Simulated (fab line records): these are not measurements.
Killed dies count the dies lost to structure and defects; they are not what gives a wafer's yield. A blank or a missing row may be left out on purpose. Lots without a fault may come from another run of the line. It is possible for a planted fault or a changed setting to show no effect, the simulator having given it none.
Matching of chambers :: flow n5-finfet :: rie-diel-06 running N5_BEOL_M3_ETCH_63: 4 sister chambers
The step etches SiARC in CF4, target depth 15.6 nm, time 26 s. 14 wafers are shown with their chamber, then 7 later ones without.

== EACH WAFER AND ITS CHAMBER ==
wafer: L182.3
chamber: 2
drypump-motor-current-A (A): 6.2
showerhead-plenum-p-Torr (Torr): 2.20
throttle-valve-pct (%): 15.45

wafer: L182.4
chamber: 1
drypump-motor-current-A (A): 5.3
showerhead-plenum-p-Torr (Torr): 2.26
throttle-valve-pct (%): 15.79

wafer: L182.6
chamber: 0
drypump-motor-current-A (A): 5.5
showerhead-plenum-p-Torr (Torr): 2.11
throttle-valve-pct (%): 15.44

wafer: L183.2
chamber: 0
drypump-motor-current-A (A): 5.5
showerhead-plenum-p-Torr (Torr): 2.11
throttle-valve-pct (%): 15.44

wafer: L183.4
chamber: 2
drypump-motor-current-A (A): 6.2
showerhead-plenum-p-Torr (Torr): 2.20
throttle-valve-pct (%): 15.47

wafer: L183.6
chamber: 2
drypump-motor-current-A (A): 6.2
showerhead-plenum-p-Torr (Torr): 2.20
throttle-valve-pct (%): 15.46

wafer: L189.1
chamber: 3
drypump-motor-current-A (A): 5.1
showerhead-plenum-p-Torr (Torr): 2.11
throttle-valve-pct (%): 15.54

wafer: L189.2
chamber: 1
drypump-motor-current-A (A): 5.3
showerhead-plenum-p-Torr (Torr): 2.25
throttle-valve-pct (%): 15.85

wafer: L189.4
chamber: 1
drypump-motor-current-A (A): 5.2
showerhead-plenum-p-Torr (Torr): 2.25
throttle-valve-pct (%): 15.83

wafer: L192.3
chamber: 3
drypump-motor-current-A (A): 5.1
showerhead-plenum-p-Torr (Torr): 2.11
throttle-valve-pct (%): 15.53

wafer: L192.5
chamber: 2
drypump-motor-current-A (A): 6.2
showerhead-plenum-p-Torr (Torr): 2.19
throttle-valve-pct (%): 15.50

wafer: L192.6
chamber: 3
drypump-motor-current-A (A): 5.1
showerhead-plenum-p-Torr (Torr): 2.11
throttle-valve-pct (%): 15.53

wafer: L194.3
chamber: 1
drypump-motor-current-A (A): 5.3
showerhead-plenum-p-Torr (Torr): 2.25
throttle-valve-pct (%): 15.85

wafer: L194.5
chamber: 1
drypump-motor-current-A (A): 5.2
showerhead-plenum-p-Torr (Torr): 2.25
throttle-valve-pct (%): 15.86

SIGNATURES (means of the wafers above)
reading: drypump-motor-current-A
chamber 0: 5.500
chamber 1: 5.260
chamber 2: 6.200
chamber 3: 5.100
scatter within a chamber: 0.0346

reading: showerhead-plenum-p-Torr
chamber 0: 2.1100
chamber 1: 2.2520
chamber 2: 2.1975
chamber 3: 2.1100
scatter within a chamber: 0.00394

reading: throttle-valve-pct
chamber 0: 15.4400
chamber 1: 15.8360
chamber 2: 15.4700
chamber 3: 15.5333
scatter within a chamber: 0.0214
Rule: a wafer's distance from a chamber is the root of the sum, over the readings, of the square of ((its reading less the chamber's mean) divided by the reading's scatter). The wafer belongs to the nearest chamber; if the next one is less than 2 further off, it can't be placed. The scatter: the root of (the sum of the squares of (reading less its chamber's mean) over the shown wafers, divided by (wafers less chambers)).

== WAFERS WITH NO CHAMBER GIVEN ==
wafer: L194.6
drypump-motor-current-A (A): 6.2
showerhead-plenum-p-Torr (Torr): 2.19
throttle-valve-pct (%): 15.52

wafer: L195.1
drypump-motor-current-A (A): 6.2
showerhead-plenum-p-Torr (Torr): 2.19
throttle-valve-pct (%): 15.52

wafer: L195.4
drypump-motor-current-A (A): 5.2
showerhead-plenum-p-Torr (Torr): 2.25
throttle-valve-pct (%): 15.83

wafer: L195.6
drypump-motor-current-A (A): 5.1
showerhead-plenum-p-Torr (Torr): 2.11
throttle-valve-pct (%): 15.54

wafer: L200.2
drypump-motor-current-A (A): 5.1
showerhead-plenum-p-Torr (Torr): 2.11
throttle-valve-pct (%): 15.56

wafer: L200.5
drypump-motor-current-A (A): 5.2
showerhead-plenum-p-Torr (Torr): 2.24
throttle-valve-pct (%): 15.86

wafer: L200.6
drypump-motor-current-A (A): 6.2
showerhead-plenum-p-Torr (Torr): 2.19
throttle-valve-pct (%): 15.54

== WHICH CHAMBER EACH ONE RAN IN ==
wafer: L194.6
from the rows above: 2
in truth: 2

wafer: L195.1
from the rows above: 2
in truth: 2

wafer: L195.4
from the rows above: 1
in truth: 1

wafer: L195.6
from the rows above: 3
in truth: 3

wafer: L200.2
from the rows above: 3
in truth: 3

wafer: L200.5
from the rows above: 1
in truth: 1

wafer: L200.6
from the rows above: 2
in truth: 2
Correct placement for 7 of the 7. From these rows, 0 cannot be placed. Number placed wrongly: 0.
